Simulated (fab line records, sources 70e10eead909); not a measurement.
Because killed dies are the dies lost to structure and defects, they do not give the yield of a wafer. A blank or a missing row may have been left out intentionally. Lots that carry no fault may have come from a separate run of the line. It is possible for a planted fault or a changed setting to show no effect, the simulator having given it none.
Problem report in the 8D (eight disciplines) form, filled by code + flow nand-harc + the parts of the form that need people (team, actions taken, sign-off) are left out

1. WHAT IS WRONG
Mean of killed-dies at NHARC_END_SORT_01: 150 across 2 wafers in 2 lots; on wafers with no fault it is 64 (standard deviation 17). Relative to the usual mean, that is a shift of +5.1 standard deviations.
Earliest sighting: wafer L644.2 on prober-02 at day 29 05:31. Wafers with a number at this step in the record: 6, from 2 lots. Rule for "out", or "out of limits": more than 4 standard deviations from the usual mean. All remaining wafers that have a number are taken as sound.

2. WHAT IT IS; WHAT IT IS NOT
| question                    | is                           | is not                                                                   |
|-----------------------------|------------------------------|--------------------------------------------------------------------------|
| which readings at this step | killed-dies, killed-at-array | killed-at-other, killed-open, killed-short                               |
| which lots                  | L644, L647                   | -                                                                        |
| which wafers of those lots  | L644.2, L647.4               | L644.3, L644.6, L647.3, L647.6                                           |
| read on which gauges        | prober-01, prober-02         | -                                                                        |
| when                        | from day 29 05:31            | up to then (0 sound wafers); but 4 sound wafers of L644, L647 came after |

3. THE SUSPECTS, EACH WITH WHAT RULES IT OUT
Counting: any tool at a process step up to the reading remains a suspect provided it ran every lot that is out. Sound lots after the first of them don't rule it out here, since some wafers of a struck lot are sound.
- the gauge at NHARC_END_SORT_01 is ruled out. Those wafers that are out were read across 2 gauges (prober-01, prober-02).
- har-cap-etch-01 at NHARC_A_CONTACT_ETCH_113 (etches the open film in C4F8/O2/Ar, time 190 s, target depth 1850 nm): kept. It ran every lot that is out, first L644 (day 26 04:01).
- Within har-cap-etch-01 at NHARC_A_CONTACT_ETCH_113: the wafers that are out ran in chamber 1; their sound lot-mates ran in chamber 0.
The count leaves har-cap-etch-01 at NHARC_A_CONTACT_ETCH_113.

4. THE CAUSE (what the simulator had put in)
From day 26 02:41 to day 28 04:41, har-cap-etch-01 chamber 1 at NHARC_A_CONTACT_ETCH_113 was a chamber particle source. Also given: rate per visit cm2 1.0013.
This tool alone remained once counting was done.

5. THE CHAIN OF EFFECTS, in route order
One row per reading whose mean, taken over the struck wafers that have a number, lies over 3 standard deviations from the usual. Scope: only readings with a usual standard deviation given in the record; hours: median across lots of the time from each lot's start at the first step in this table that gives one to its start at this step; sigmas: change in usual standard deviations.
| hours | step              | reading         | usual | on struck wafers | change | sigmas |
|-------|-------------------|-----------------|-------|------------------|--------|--------|
| 0     | NHARC_END_SORT_01 | killed-at-array | 59    | 144              | +85    | +5.0   |
| 0     | NHARC_END_SORT_01 | killed-dies     | 64    | 150              | +86    | +5.1   |

6. WHAT WOULD HAVE CAUGHT IT SOONER
In this record the first reading out of limits at a measuring or inspecting step was taken at day 29 05:31, 75 hours after the fault began at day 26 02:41.
Lots out: 2; all had begun NHARC_A_CONTACT_ETCH_113 on har-cap-etch-01 by day 29 05:31. Tool hold at that time: it would have spared none of them.
